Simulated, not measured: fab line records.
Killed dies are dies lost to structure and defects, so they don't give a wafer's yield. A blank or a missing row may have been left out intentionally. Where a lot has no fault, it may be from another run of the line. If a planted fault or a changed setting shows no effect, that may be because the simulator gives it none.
Comparing a struck lot with a sound one -- flow n5-finfet -- 17 steps out of a route of 1938
Sound: wafers L751.2, L751.4, L751.5. Struck: wafer L750.5 (left out: L750.1, L750.4 of the same lot, which were not struck); the cause appears at the end.
For every step that has rows: the tool of each side, followed by ch and its chambers, followed by its first start. Under that, the readings that differ: sound wafers -- struck wafers -- difference of the means -- sigmas: that difference in standard deviations of wafers without a fault.
alike: same words and numbers on both sides, and readings whose means sit less than 2 such deviations apart. not compared: any withheld reading, any reading some wafer has no value for, any bound like >300 that may hide the same value, and any number with overlapping values for which the record gives no deviation.
The two part at a step that has a row with sigmas, a row that says differs or no value, or rows on one side only. Numbers that have no deviation but don't overlap get no sigmas and don't part them. Lack of a reading on every wafer of one side parts them only where that side has two or more wafers.

first, 9 steps without rows for these wafers: N5_BEOL_M2_COAT_05 (resist thk 30 nm); N5_BEOL_M2_EBR_07; N5_BEOL_M2_SOFTBAKE_06 (time 60 s); N5_BEOL_M2_EXPOSE_08 (exposes mask M2); N5_BEOL_M2_PEB_09 (peb time 60 s); N5_BEOL_M2_DEVELOP_10 (develop time 30 s); N5_BEOL_M2_DESCUM_16 (chemistry O2, time 7 s); N5_BEOL_M2_ETCH_74 (etches underlayer in N2/H2, target depth 6.5 nm, time 5.2 s); N5_BEOL_M2_ETCH_63 (etches SiARC in CF4, target depth 15.6 nm, time 26 s).
N5_BEOL_M2_ETCH_64: etches SOC in N2/H2, target depth 75 nm, overetch 22.5 nm, time 121.9 s.
  sound on rie-diel-03 ch 0,1,3, day 8 11:31; struck on rie-diel-04 ch 0, day 8 09:43
reading,sound,struck,difference,sigmas
rf-fwd-power-W (W),835.2 840.8 834.1,1033.4,+196.7,+70
rf-vpp-V (V),523.5 522.8 522.2,484.9,-37.9,-14
model.SiARC_of_BEOL_M2_COAT_62.thk-nm (nm),6.2 6 6.4,5.4,-0.8,
model.BEOL_M2.cd-offset-nm (nm),0.4 0 0,0.8,+0.7,
  alike: drypump-motor-current-A, n2-flow-sccm, oes-product-au, showerhead-plenum-p-Torr, throttle-valve-pct
  not compared: rf-hours-counter-h
then, 3 steps without rows for these wafers: N5_BEOL_M2_STRIP_65 (strips in N2/H2); N5_BEOL_M2_STRIP_75 (strips in N2/H2); N5_BEOL_M2_STRIP_66 (strips in CF4).
N5_BEOL_M2_HM_OPEN_17: chemistry Cl2/BCl3, target TiN, target depth 20 nm, overetch 6 nm.
  sound on rie-metal-01 ch 0,1, day 8 11:41; struck on rie-metal-03 ch 1, day 8 09:54
reading,sound,struck,difference,sigmas
model.BEOL_M2.cd-offset-nm (nm),0.2 0.2 0,1,+1,
  alike: bcl3-flow-sccm, drypump-motor-current-A, mfc-cl2-sccm, oes-product-au, throttle-valve-pct
  not compared: rf-hours-counter-h
then, 1 step without rows for these wafers: N5_BEOL_M2_STRIP_19 (strips in O2).
N5_BEOL_M4_RC_MEAS_101:
  sound on prober-02 ch 0, day 9 19:18; struck on prober-02 ch 0, day 9 16:07
  alike: DIBL_N, DIBL_P, IOFF_N, IOFF_P, ION_N, ION_P, SS_N, SS_P, VT_N, VT_P
after that, 1 step had no rows for these wafers: N5_PASSIVATION_PROBE_49.

== WHERE THEY PART ==
Only at N5_BEOL_M2_ETCH_64, as far as this record shows. Later steps at which nothing parts them and some readings are alike: N5_BEOL_M2_HM_OPEN_17, N5_BEOL_M4_RC_MEAS_101.

WHY: what the simulator had put in
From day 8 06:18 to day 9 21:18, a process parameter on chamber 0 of rie-diel-04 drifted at N5_BEOL_M2_ETCH_64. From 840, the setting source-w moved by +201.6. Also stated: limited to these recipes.
